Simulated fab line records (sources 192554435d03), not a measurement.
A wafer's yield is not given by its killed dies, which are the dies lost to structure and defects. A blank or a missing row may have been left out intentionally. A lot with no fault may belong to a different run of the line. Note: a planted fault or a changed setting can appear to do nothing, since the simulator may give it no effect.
Chamber matching :: flow n5Finfet :: 4 sister chambers for N5_PASSIVATION_PASS_ETCH_47 on rieDiel-06
The step etches SiNx in CF4/O2, target depth 770 nm, time 385 s. 14 wafers are shown with their chamber, then 7 later ones without.

WAFERS WITH THEIR CHAMBER
wafer: L990.1
chamber: 0
showerheadPlenumPTorr (Torr): 2.13
drypumpMotorCurrentA (A): 5.9
throttleValvePct (%): 15.71

wafer: L990.2
chamber: 2
showerheadPlenumPTorr (Torr): 2.21
drypumpMotorCurrentA (A): 5.5
throttleValvePct (%): 15.91

wafer: L990.4
chamber: 1
showerheadPlenumPTorr (Torr): 2.24
drypumpMotorCurrentA (A): 5.6
throttleValvePct (%): 15.82

wafer: L999.1
chamber: 1
showerheadPlenumPTorr (Torr): 2.24
drypumpMotorCurrentA (A): 5.6
throttleValvePct (%): 15.86

wafer: L999.2
chamber: 0
showerheadPlenumPTorr (Torr): 2.13
drypumpMotorCurrentA (A): 5.9
throttleValvePct (%): 15.74

wafer: L999.3
chamber: 2
showerheadPlenumPTorr (Torr): 2.21
drypumpMotorCurrentA (A): 5.5
throttleValvePct (%): 15.94

wafer: L997.1
chamber: 3
showerheadPlenumPTorr (Torr): 2.28
drypumpMotorCurrentA (A): 5.1
throttleValvePct (%): 16.43

wafer: L997.3
chamber: 2
showerheadPlenumPTorr (Torr): 2.21
drypumpMotorCurrentA (A): 5.5
throttleValvePct (%): 15.96

wafer: L997.5
chamber: 2
showerheadPlenumPTorr (Torr): 2.21
drypumpMotorCurrentA (A): 5.5
throttleValvePct (%): 15.95

wafer: L100.1
chamber: 3
showerheadPlenumPTorr (Torr): 2.28
drypumpMotorCurrentA (A): 5.1
throttleValvePct (%): 16.45

wafer: L100.2
chamber: 1
showerheadPlenumPTorr (Torr): 2.24
drypumpMotorCurrentA (A): 5.6
throttleValvePct (%): 15.88

wafer: L100.5
chamber: 1
showerheadPlenumPTorr (Torr): 2.24
drypumpMotorCurrentA (A): 5.6
throttleValvePct (%): 15.88

wafer: L101.1
chamber: 2
showerheadPlenumPTorr (Torr): 2.20
drypumpMotorCurrentA (A): 5.5
throttleValvePct (%): 15.95

wafer: L101.4
chamber: 3
showerheadPlenumPTorr (Torr): 2.28
drypumpMotorCurrentA (A): 5.2
throttleValvePct (%): 16.44

SIGNATURES, as means of the wafers listed above
reading: showerheadPlenumPTorr
chamber 0: 2.1300
chamber 1: 2.2400
chamber 2: 2.2080
chamber 3: 2.2800
scatter within a chamber: 0.00283

reading: drypumpMotorCurrentA
chamber 0: 5.900
chamber 1: 5.600
chamber 2: 5.500
chamber 3: 5.133
scatter within a chamber: 0.0258

reading: throttleValvePct
chamber 0: 15.7250
chamber 1: 15.8600
chamber 2: 15.9420
chamber 3: 16.4400
scatter within a chamber: 0.0213
Rule: for a wafer and a chamber, the distance is found by dividing, reading by reading, the gap between the wafer's reading and the chamber's mean by the reading's scatter, squaring, summing and taking the root. The wafer belongs to the nearest chamber; if the next one is less than 2 further off, it can't be placed. The scatter is the square root of a quotient: the sum, over the shown wafers, of each reading's squared deviation from its chamber's mean, divided by wafers minus chambers.

WAFERS WITH NO CHAMBER GIVEN
wafer: L101.5
showerheadPlenumPTorr (Torr): 2.28
drypumpMotorCurrentA (A): 5.1
throttleValvePct (%): 16.46

wafer: L106.2
showerheadPlenumPTorr (Torr): 2.20
drypumpMotorCurrentA (A): 5.5
throttleValvePct (%): 15.98

wafer: L106.4
showerheadPlenumPTorr (Torr): 2.12
drypumpMotorCurrentA (A): 5.9
throttleValvePct (%): 15.78

wafer: L106.6
showerheadPlenumPTorr (Torr): 2.12
drypumpMotorCurrentA (A): 5.9
throttleValvePct (%): 15.77

wafer: L989.2
showerheadPlenumPTorr (Torr): 2.23
drypumpMotorCurrentA (A): 5.6
throttleValvePct (%): 15.90

wafer: L989.3
showerheadPlenumPTorr (Torr): 2.12
drypumpMotorCurrentA (A): 5.9
throttleValvePct (%): 15.78

wafer: L989.5
showerheadPlenumPTorr (Torr): 2.23
drypumpMotorCurrentA (A): 5.6
throttleValvePct (%): 15.92

WHICH CHAMBER EACH WENT THROUGH
wafer: L101.5
from the rows above: 3
in truth: 3

wafer: L106.2
from the rows above: 2
in truth: 2

wafer: L106.4
from the rows above: 0
in truth: 0

wafer: L106.6
from the rows above: 0
in truth: 0

wafer: L989.2
from the rows above: 1
in truth: 1

wafer: L989.3
from the rows above: 0
in truth: 0

wafer: L989.5
from the rows above: 1
in truth: 1
7 of 7 placed correctly. Left unplaced by these rows: 0. Placed wrongly: 0.
